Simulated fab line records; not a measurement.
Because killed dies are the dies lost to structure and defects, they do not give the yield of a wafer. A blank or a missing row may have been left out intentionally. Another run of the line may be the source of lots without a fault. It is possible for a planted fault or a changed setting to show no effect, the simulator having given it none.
Matching of chambers	flow n5-finfet	N5_BEOL_M7_ETCH_66 on rie-diel-06 has 4 sister chambers
The step etches SOC in N2/H2, target depth 80 nm, overetch 16 nm, time 120 s. 8 wafers are shown with their chamber, then 10 later ones without.

## EACH WAFER AND ITS CHAMBER
wafer	chamber	showerhead-plenum-p-Torr (Torr)	drypump-motor-current-A (A)
L086.3	0	2.47	5.58
L087.3	3	2.42	5.86
L087.4	1	2.43	5.65
L091.4	0	2.46	5.57
L091.5	2	2.73	5.35
L091.6	1	2.43	5.67
L093.1	2	2.73	5.38
L093.2	3	2.41	5.88

## WAFERS WITHOUT THEIR CHAMBER
wafer	showerhead-plenum-p-Torr (Torr)	drypump-motor-current-A (A)
L093.5	2.73	5.37
L092.1	2.41	5.88
L092.3	2.73	5.34
L092.4	2.46	5.56
L095.4	2.43	5.66
L095.5	2.43	5.64
L095.6	2.73	5.34
L096.3	2.41	5.88
L096.5	2.41	5.88
L096.6	2.46	5.58

## WHICH CHAMBER EACH ONE RAN IN
wafer	from the rows above	in truth
L093.5	2	2
L092.1	3	3
L092.3	2	2
L092.4	0	0
L095.4	1	1
L095.5	1	1
L095.6	2	2
L096.3	3	3
L096.5	3	3
L096.6	0	0
10 of 10 placed correctly. Number that these rows cannot place: 0. Wrongly placed: 0.
How it was worked out, from the rows above alone: a wafer's distance from a chamber is the root of the sum, over the readings, of the square of ((its reading less the chamber's mean) divided by the reading's scatter). If the next closest chamber is less than 2 further off than the closest, the wafer can't be placed; otherwise it belongs to the closest. A chamber's mean is the mean of its shown wafers. How the scatter is found: for the shown wafers, subtract from each reading the mean of its chamber, square and add these, divide the total by (wafers less chambers), then take the root.
